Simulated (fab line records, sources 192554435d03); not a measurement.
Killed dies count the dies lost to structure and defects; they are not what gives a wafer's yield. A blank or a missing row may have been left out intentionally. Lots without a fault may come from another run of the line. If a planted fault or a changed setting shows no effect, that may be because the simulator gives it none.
fab line records	flow n5_finfet
[record] lots = 11	wafers = 33	last_day = 17
route steps=1938 shown BEOL_M6@1248 BEOL_M7@1263
lots that met no fault: taken from a fault-free run of the same line
start_h: start of the lot's first displayed wafer, in hours after the record's first day	wait_h: hours since the lot's step before	" same as the row above	L1.1+2: one row covering several wafers at once	- no value, or no start given	* or withheld: withheld	< > ~ a bound
route shown NAME@n: a module of which the file shows steps, and the number in the route of the first	usual: average and standard deviation across the fault-free wafers	same: alike in all rows	chamber/n: place in a boat	sites: each site's reading	_std_site: standard deviation across them	_edge_site: mean of outer sites minus mean of inner sites	radius_mm: for every site, how far away it sits from the centre of the wafer	mask NAME#n: copy n	behind: the tool/chamber that last shaped the wafer	hold: why the lot was held/for how many hours/how that ended	device: transistor that didn't switch, given as n, p or np	end of line: tests of these same wafers at the route's end	where a step has no rows: the recipe by itself	killed: dies that structure and defects cost at the first sort, which is not the same as the wafer's yield	map: a wafer's dies, marking killed ones x, the rest . and places with no die _
set.NAME: the setting that was run; set.NAME@STEP: the one run at that earlier step	model.NAME: the simulator's own value behind a step, which no gauge read
the route's steps for a sample of lots (tables are steps, rows are wafers)
services: when a tool's chamber went out of use (start_h, in hours from the record's first day, below 0 if earlier), for how many hours, and the reason
[[steps]]
[step N5_BEOL_M6_CURE_75]
[recipe] temp_c = 370	time_s = 120	ambient = DMADMS/He	material = SiCOH_lowk
[usual] lamp_power_pct = 52.32/0.049	wafer_temp_C_max = 371.8/0.52
[same] time_s = 120
lot.wafer	tool	chamber	start_h	wait_h	lamp_power_pct	wafer_temp_C_max
L209.2	uv_cure-02	0	182.51	0.1	52.30	371.8
L209.3	"	0	"	"	52.29	372.1
L209.4	"	0	"	"	52.33	371.7
L211.3	uv_cure-02	2	185.41	0.2	52.35	370.9
L211.4	"	2	"	"	52.31	371.1
L211.6	"	2	"	"	52.38	370.9
L212.3	uv_cure-01	2	214.46	0.1	52.37	372.4
L212.4	"	2	"	"	52.27	371.5
L212.6	"	2	"	"	52.32	372.3
L214.2	uv_cure-01	0	215.11	0.1	52.33	371.5
L214.4	"	0	"	"	52.45	370.9
L214.6	"	0	"	"	52.28	372.0
L218.1	uv_cure-03	2	234.90	0.0	52.32	371.8
L218.3	"	2	"	"	52.27	371.3
L218.5	"	2	"	"	52.43	371.0
L216.1	uv_cure-03	0	235.20	0.2	52.32	372.1
L216.2	"	0	"	"	52.31	371.8
L216.5	"	0	"	"	52.39	372.2
L221.2	uv_cure-02	1	262.21	0.1	52.25	372.6
L221.5	"	1	"	"	52.30	372.0
L221.6	"	1	"	"	52.33	372.6
L226.1	uv_cure-03	1	289.78	0.0	52.24	372.4
L226.2	"	1	"	"	52.31	372.1
L226.6	"	1	"	"	52.26	371.7
L229.1	uv_cure-03	0	309.24	0.0	52.41	372.3
L229.2	"	0	"	"	52.31	372.7
L229.4	"	0	"	"	52.31	372.8
L232.1	uv_cure-02	2	324.21	0.0	52.37	371.5
L232.2	"	2	"	"	52.37	371.9
L232.6	"	2	"	"	52.27	371.2
L231.1	uv_cure-01	2	324.40	0.0	52.24	372.2
L231.2	"	2	"	"	52.34	372.3
L231.3	"	2	"	"	52.40	372.2
[step N5_BEOL_M6_SURFACE_TREAT_79]
[recipe] gas = Ar	time_s = *	ion_energy_ev = *	ion_current_ma_cm2 = 0.5	pressure_mtorr = *	ar_flow_sccm = 30
[usual] throttle_valve_pct = *
[same] time_s = *
lot.wafer	tool	chamber	start_h	wait_h	throttle_valve_pct
L209.2	pvd_sputter-01	-	183.57	0.4	*
L209.3	"	-	"	"	*
L209.4	"	-	"	"	*
L211.3	pvd_sputter-01	-	187.19	0.2	*
L211.4	"	-	"	"	*
L211.6	"	-	"	"	*
L212.3	pvd_sputter-03	-	215.31	0.2	*
L212.4	"	-	"	"	*
L212.6	"	-	"	"	*
L214.2	pvd_sputter-01	-	215.85	0.2	*
L214.4	"	-	"	"	*
L214.6	"	-	"	"	*
L218.1	pvd_sputter-02	-	235.99	0.3	*
L218.3	"	-	"	"	*
L218.5	"	-	"	"	*
L216.1	pvd_sputter-02	-	236.03	0.3	*
L216.2	"	-	"	"	*
L216.5	"	-	"	"	*
L221.2	pvd_sputter-01	-	263.42	0.2	*
L221.5	"	-	"	"	*
L221.6	"	-	"	"	*
L226.1	pvd_sputter-02	-	290.48	0.2	*
L226.2	"	-	"	"	*
L226.6	"	-	"	"	*
L229.1	pvd_sputter-02	-	310.16	0.2	*
L229.2	"	-	"	"	*
L229.4	"	-	"	"	*
L232.1	pvd_sputter-02	-	324.95	0.2	*
L232.2	"	-	"	"	*
L232.6	"	-	"	"	*
L231.1	pvd_sputter-02	-	325.61	0.2	*
L231.2	"	-	"	"	*
L231.3	"	-	"	"	*
[step N5_BEOL_M6_INSPECT_58]
[recipe] inspect_instrument = darkfield	mode = post_dep
[usual] raw_defect_count = 73/25
lot.wafer	tool	chamber	start_h	wait_h	raw_defect_count
L209.2	defect_inspect-01	-	185.32	0.0	43
L209.3	"	-	"	"	86
L209.4	"	-	"	"	61
L211.3	defect_inspect-01	-	188.38	0.0	80
L211.4	"	-	"	"	65
L211.6	"	-	"	"	42
L212.3	defect_inspect-01	-	217.16	0.0	76
L212.4	"	-	"	"	104
L212.6	"	-	"	"	86
L214.2	defect_inspect-01	-	217.47	0.0	52
L214.4	"	-	"	"	86
L214.6	"	-	"	"	63
L218.1	defect_inspect-02	-	237.36	0.0	84
L218.3	"	-	"	"	73
L218.5	"	-	"	"	113
L216.1	defect_inspect-01	-	237.61	0.0	29
L216.2	"	-	"	"	35
L216.5	"	-	"	"	40
L221.2	defect_inspect-02	-	265.27	0.0	56
L221.5	"	-	"	"	54
L221.6	"	-	"	"	83
L226.1	defect_inspect-01	-	291.84	0.0	73
L226.2	"	-	"	"	95
L226.6	"	-	"	"	84
L229.1	defect_inspect-02	-	311.70	0.0	60
L229.2	"	-	"	"	77
L229.4	"	-	"	"	61
L232.1	defect_inspect-02	-	326.87	0.0	68
L232.2	"	-	"	"	99
L232.6	"	-	"	"	82
L231.1	defect_inspect-01	-	327.23	0.0	53
L231.2	"	-	"	"	40
L231.3	"	-	"	"	44
[step N5_BEOL_M7_ILD_DEP_00]
[recipe] material = SiCOH_lowk	target_thk_a = 1797.5	temp_c = 300	precursor = DEMS/porogen	pressure_torr = 5	rf_w = 500	time_s = 33.4
[usual] heater_power_w = 330/48	showerhead_plenum_p_Torr = 5.744/0.012	throttle_valve_pct = 13.9/0.78
lot.wafer	tool	chamber	start_h	wait_h	heater_power_w	showerhead_plenum_p_Torr	throttle_valve_pct
L209.2	pecvd-02	2	185.36	0.0	276	5.753	13.8
L209.3	"	0	"	"	333	5.735	14.6
L209.4	"	0	"	"	352	5.732	14.2
L211.3	pecvd-03	0	188.44	0.1	328	5.781	12.6
L211.4	"	1	"	"	368	5.767	14.0
L211.6	"	0	"	"	324	5.754	12.8
L212.3	pecvd-03	1	217.20	0.0	398	5.778	14.2
L212.4	"	2	"	"	248	5.747	12.9
L212.6	"	1	"	"	400	5.755	14.5
L214.2	pecvd-02	1	217.50	0.0	303	5.727	14.6
L214.4	"	0	"	"	286	5.748	14.7
L214.6	"	0	"	"	288	5.742	14.7
L218.1	pecvd-02	1	237.40	0.0	250	5.730	14.5
L218.3	"	0	"	"	293	5.739	14.5
L218.5	"	0	"	"	296	5.740	14.5
L216.1	pecvd-02	2	237.64	0.0	340	5.741	12.8
L216.2	"	0	"	"	334	5.741	14.5
L216.5	"	1	"	"	310	5.730	14.7
L221.2	pecvd-03	0	265.31	0.0	344	5.754	13.1
L221.5	"	1	"	"	372	5.760	14.0
L221.6	"	2	"	"	271	5.740	12.8
L226.1	pecvd-02	0	291.88	0.0	283	5.732	14.4
L226.2	"	2	"	"	359	5.739	12.5
L226.6	"	0	"	"	287	5.731	14.6
L229.1	pecvd-02	2	311.74	0.0	346	5.741	12.9
L229.2	"	0	"	"	343	5.741	14.8
L229.4	"	1	"	"	307	5.738	14.7
L232.1	pecvd-04	2	326.91	0.0	334	5.719	15.2
L232.2	"	0	"	"	410	5.738	14.2
L232.6	"	1	"	"	378	5.741	13.6
L231.1	pecvd-02	0	327.26	0.0	298	5.744	14.5
L231.2	"	2	"	"	320	5.747	12.6
L231.3	"	1	"	"	308	5.738	14.5
[step N5_BEOL_M7_THK_MEAS_01]
[recipe] reads = SiCOH_lowk_of_BEOL_M7_ILD_DEP_00
[usual] M7_ILD_THK = 155.8/2.2
lot.wafer	tool	chamber	start_h	wait_h	M7_ILD_THK[nm]
L209.2	film_metro-02	-	186.19	0.4	154.1
L209.3	"	-	"	"	154.3
L209.4	"	-	"	"	157.9
L211.3	film_metro-02	-	189.02	0.3	158.3
L211.4	"	-	"	"	155.7
L211.6	"	-	"	"	156.3
L212.3	film_metro-02	-	218.83	0.5	154.8
L212.4	"	-	"	"	159.3
L212.6	"	-	"	"	156.1
L214.2	film_metro-02	-	219.19	0.4	158.1
L214.4	"	-	"	"	155.7
L214.6	"	-	"	"	156.3
L218.1	film_metro-01	-	238.03	0.4	155.2
L218.3	"	-	"	"	152.2
L218.5	"	-	"	"	154.8
L216.1	film_metro-01	-	238.71	0.8	154.3
L216.2	"	-	"	"	153.5
L216.5	"	-	"	"	159.3
L221.2	film_metro-01	-	265.88	0.4	156.2
L221.5	"	-	"	"	150.7
L221.6	"	-	"	"	149.0
L226.1	film_metro-02	-	292.45	0.4	155.7
L226.2	"	-	"	"	154.4
L226.6	"	-	"	"	158.5
L229.1	film_metro-02	-	312.31	0.4	153.8
L229.2	"	-	"	"	153.8
L229.4	"	-	"	"	158.7
L232.1	film_metro-02	-	327.74	0.4	153.1
L232.2	"	-	"	"	153.7
L232.6	"	-	"	"	154.1
L231.1	film_metro-01	-	327.98	0.4	156.2
L231.2	"	-	"	"	153.2
L231.3	"	-	"	"	155.4
[[services]]
tool	chamber	start_h	hours	kind
pecvd-02	2	158.51	5.0	scheduled_down
pecvd-04	-	168.14	0.8	repair
pecvd-04	2	177.30	2.1	scheduled_down
uv_cure-03	-	177.67	2.8	pm
uv_cure-01	-	177.78	2.8	pm
pecvd-03	2	178.89	16.5	scheduled_down
pecvd-04	2	187.96	5.0	scheduled_down
uv_cure-02	-	199.89	2.8	pm
pecvd-02	2	202.38	-	clean
pecvd-02	2	202.38	-	consumable_replace:showerhead
pecvd-02	2	202.38	29.0	scheduled_down
pecvd-02	2	202.38	29.0	vent_cycle
pecvd-03	0	209.19	2.1	scheduled_down
pecvd-04	1	215.42	16.5	scheduled_down
uv_cure-01	-	232.86	7.5	pm
pecvd-02	0	251.39	5.1	repair
uv_cure-03	-	256.48	1.0	pm
uv_cure-01	-	277.48	14.6	pm
pecvd-04	1	287.78	2.1	scheduled_down
uv_cure-02	-	302.00	1.9	repair
[[key]]
[first_sign] step = N5_BEOL_M7_THK_MEAS_01	reading = M7_ILD_THK	direction = down	sigmas = 2.7	usual = 155.8	struck = 149.9
effect none on later readings
met_at N5_BEOL_M7_ILD_DEP_00
struck_lots L221
struck_wafers L221.5,L221.6
not_acting_at N5_BEOL_M6_CURE_75,N5_BEOL_M6_SURFACE_TREAT_79,N5_BEOL_M6_INSPECT_58
onset_between 217.20 265.31
[fault] kind = process_parameter_drift	tool = pecvd-03	chamber = -	onset_h = 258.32	steps = N5_BEOL_M7_ILD_DEP_00	channel = time_s	offset = *	shape = step	end_h = 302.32	scope = struck_wafers_only	acts_in = *	stated = *
